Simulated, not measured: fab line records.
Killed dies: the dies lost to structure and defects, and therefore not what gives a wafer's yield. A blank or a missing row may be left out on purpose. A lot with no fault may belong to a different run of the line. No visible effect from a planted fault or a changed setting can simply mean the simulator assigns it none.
Which of the tools did it? + flow nand-harc + 13 lots with 39 wafers sampled at 5 steps, on a route of 1302 steps

== WHAT EACH GAUGE READ, for each wafer ==
NHARC_A_CHANNEL_HOLE_D1_INSPECT_40.
| lot  | measured     | on                | raw-defect-count |
|------|--------------|-------------------|------------------|
| L756 | day 8 18:52  | defect-inspect-01 | 89 88 79         |
| L758 | day 9 22:50  | defect-inspect-01 | 97 91 97         |
| L760 | day 10 07:07 | defect-inspect-02 | 85 109 87        |
| L762 | day 10 20:45 | defect-inspect-02 | 41 56 39         |
| L761 | day 10 21:34 | defect-inspect-01 | 95 131 104       |
| L763 | day 11 13:41 | defect-inspect-01 | 37 41 37         |
| L765 | day 12 06:42 | defect-inspect-01 | 74 109 87        |
| L766 | day 13 07:52 | defect-inspect-01 | 28 49 56         |
| L767 | day 13 11:38 | defect-inspect-01 | 97 75 78         |
| L769 | day 14 05:11 | defect-inspect-01 | 39 33 53         |
| L773 | day 15 12:14 | defect-inspect-02 | 101 103 91       |
| L772 | day 15 12:38 | defect-inspect-01 | 39 32 43         |
| L779 | day 18 05:56 | defect-inspect-01 | 76 87 70         |

NHARC_END_SORT_01.
| lot  | measured     | on        | killed-at-array | killed-at-other | killed-at-periphery | killed-dies | killed-open | killed-short |
|------|--------------|-----------|-----------------|-----------------|---------------------|-------------|-------------|--------------|
| L756 | day 24 18:43 | prober-01 | 74 95 69        | 0 1 0           | 6 3 2               | 80 99 71    | 5 5 2       | 3 9 0        |
| L760 | day 25 17:36 | prober-01 | 72 80 78        | 0 1 0           | 3 5 3               | 75 86 81    | 2 5 2       | 1 1 3        |
| L763 | day 27 20:34 | prober-01 | 47 40 52        | 3 1 3           | 4 4 2               | 54 45 57    | 1 5 1       | 2 1 3        |
| L773 | day 30 10:23 | prober-01 | 78 67 63        | 0 0 0           | 1 2 2               | 79 69 65    | 2 3 2       | 2 0 6        |

== WHICH TOOL RAN EACH LOT (tool, then ch and the chambers of the sampled wafers, then the start) ==
| lot  | NHARC_A_CHANNEL_HOLE_D1_ETCH_26  | NHARC_A_CHANNEL_FILL_D1_ALD_02   | NHARC_A_CHANNEL_FILL_D1_ALD_03                 |
|------|----------------------------------|----------------------------------|------------------------------------------------|
| L756 | har-etch-02 ch 0,1, day 8 16:58  | ald-hk-03 ch 2,3, day 8 19:07    | ald-sin-batch-02 ch 0, day 24 18:43 or earlier |
| L758 | har-etch-02 ch 0,1, day 9 20:56  | ald-hk-04 ch 0,2,3, day 9 23:30  | ald-sin-batch-02 ch 0, no start                |
| L760 | har-etch-02 ch 0,1, day 10 05:14 | ald-hk-03 ch 1,2, day 10 08:54   | ald-sin-batch-03 ch 0, day 25 17:36 or earlier |
| L762 | har-etch-01 ch 0,1, day 10 18:53 | ald-hk-03 ch 0,3, day 10 21:01   | ald-sin-batch-02 ch 0, no start                |
| L761 | har-etch-02 ch 0, day 10 19:38   | ald-hk-04 ch 0,2,3, day 10 21:50 | ald-sin-batch-02 ch 0, no start                |
| L763 | har-etch-01 ch 1, day 11 11:38   | ald-hk-01 ch 0,1,3, day 11 14:16 | ald-sin-batch-01 ch 0, day 27 20:34 or earlier |
| L765 | har-etch-02 ch 0,1, day 12 04:49 | ald-hk-01 ch 0,2,3, day 12 07:00 | ald-sin-batch-01 ch 0, no start                |
| L766 | har-etch-01 ch 0,1, day 13 05:58 | ald-hk-03 ch 0,2,3, day 13 08:12 | ald-sin-batch-02 ch 0, no start                |
| L767 | har-etch-02 ch 0,1, day 13 09:42 | ald-hk-03 ch 0,2, day 13 12:43   | ald-sin-batch-01 ch 0, no start                |
| L769 | har-etch-01 ch 0,1, day 14 03:16 | ald-hk-04 ch 0,1,2, day 14 05:27 | ald-sin-batch-03 ch 0, no start                |
| L773 | har-etch-02 ch 1, day 15 10:16   | ald-hk-03 ch 0,2, day 15 13:47   | ald-sin-batch-01 ch 0, day 30 10:23 or earlier |
| L772 | har-etch-01 ch 0,1, day 15 10:24 | ald-hk-03 ch 0,3, day 15 14:13   | ald-sin-batch-01 ch 0, no start                |
| L779 | har-etch-01 ch 0,1, day 18 03:50 | ald-hk-04 ch 0,1,2, day 18 06:08 | ald-sin-batch-03 ch 0, no start                |
- NHARC_A_CHANNEL_HOLE_D1_ETCH_26: etches the open film in C4F8/O2/Ar, time 224.1 s, target depth 300 nm.
- NHARC_A_CHANNEL_FILL_D1_ALD_02: deposits SiO2, target thk 6 nm, pulse time 10 s, ald cycles 60.
- NHARC_A_CHANNEL_FILL_D1_ALD_03: deposits SiNx, target thk 6 nm, pulse time 60 s, ald cycles 58.

== AS READ BY THE TOOLS THEMSELVES (means over the sampled wafers that have a number; for cases with no such wafer, the mark the record gives instead) ==
NHARC_A_CHANNEL_HOLE_D1_ETCH_26.
| lot  | tool        | drypump-motor-current-A (A) | showerhead-plenum-p-Torr (Torr) | throttle-valve-pct (%) |
|------|-------------|-----------------------------|---------------------------------|------------------------|
| L756 | har-etch-02 | 6.2                         | 3.76                            | 24.581                 |
| L758 | har-etch-02 | 5.8                         | 3.68                            | 24.581                 |
| L760 | har-etch-02 | 5.8                         | 3.68                            | 24.583                 |
| L762 | har-etch-01 | 5.4                         | 3.76                            | 24.594                 |
| L761 | har-etch-02 | 6.8                         | 3.80                            | 24.586                 |
| L763 | har-etch-01 | 5.9                         | 3.76                            | 24.594                 |
| L765 | har-etch-02 | 5.8                         | 3.66                            | 24.595                 |
| L766 | har-etch-01 | 5.4                         | 3.75                            | 24.577                 |
| L767 | har-etch-02 | 5.8                         | 3.65                            | 24.589                 |
| L769 | har-etch-01 | 5.7                         | 3.74                            | 24.575                 |
| L773 | har-etch-02 | 5.3                         | 3.58                            | 24.581                 |
| L772 | har-etch-01 | 5.4                         | 3.73                            | 24.586                 |
| L779 | har-etch-01 | 5.6                         | 3.70                            | 24.590                 |

NHARC_A_CHANNEL_FILL_D1_ALD_02.
| lot  | tool      | heater-power-w (W) | precursor-pulse-height-rel |
|------|-----------|--------------------|----------------------------|
| L756 | ald-hk-03 | 451                | 1.007                      |
| L758 | ald-hk-04 | 472                | 1.007                      |
| L760 | ald-hk-03 | 475                | 0.995                      |
| L762 | ald-hk-03 | 488                | 1.014                      |
| L761 | ald-hk-04 | 460                | 0.994                      |
| L763 | ald-hk-01 | 476                | 1.006                      |
| L765 | ald-hk-01 | 514                | 0.995                      |
| L766 | ald-hk-03 | 455                | 1.012                      |
| L767 | ald-hk-03 | 429                | 1.002                      |
| L769 | ald-hk-04 | 483                | 0.993                      |
| L773 | ald-hk-03 | 431                | 1.002                      |
| L772 | ald-hk-03 | 491                | 1.006                      |
| L779 | ald-hk-04 | 484                | 1.016                      |

NHARC_A_CHANNEL_FILL_D1_ALD_03.
| lot  | tool             | precursor-pulse-height-rel |
|------|------------------|----------------------------|
| L756 | ald-sin-batch-02 | 0.994                      |
| L758 | ald-sin-batch-02 | 1.008                      |
| L760 | ald-sin-batch-03 | 0.988                      |
| L762 | ald-sin-batch-02 | 1.014                      |
| L761 | ald-sin-batch-02 | 0.999                      |
| L763 | ald-sin-batch-01 | 1.012                      |
| L765 | ald-sin-batch-01 | 1.013                      |
| L766 | ald-sin-batch-02 | 1.008                      |
| L767 | ald-sin-batch-01 | 1.016                      |
| L769 | ald-sin-batch-03 | 0.999                      |
| L773 | ald-sin-batch-01 | 0.999                      |
| L772 | ald-sin-batch-01 | 1.028                      |
| L779 | ald-sin-batch-03 | 0.982                      |

== THE ANSWER, worked out from the rows above alone ==
Rule: the usual values come from the lots themselves. Put in order of their means at a reading, lots are off if they are a third of the lots or fewer, leave a main group of 4 or more, and stand apart from it by a gap of 3 or more times the standard deviation of the main group's means; of several such gaps the widest counts. The tables above print the reading to a certain number of digits; a main group whose means all agree to those digits is not used. Also off: a lot with no number at a reading for which 4 or more lots have one. All remaining lots with rows at the step are treated as sound. First the gauges in route order, then the tools' own readings, where a lot's mean is used as printed above. The first step at which some lot is off is used, and at that step the reading that is off furthest; a lot without a number counts as furthest.
Across all readings shown, no lot is off: no conclusion can be drawn from this.

== WHAT HAD BEEN PUT IN BY THE SIMULATOR ==
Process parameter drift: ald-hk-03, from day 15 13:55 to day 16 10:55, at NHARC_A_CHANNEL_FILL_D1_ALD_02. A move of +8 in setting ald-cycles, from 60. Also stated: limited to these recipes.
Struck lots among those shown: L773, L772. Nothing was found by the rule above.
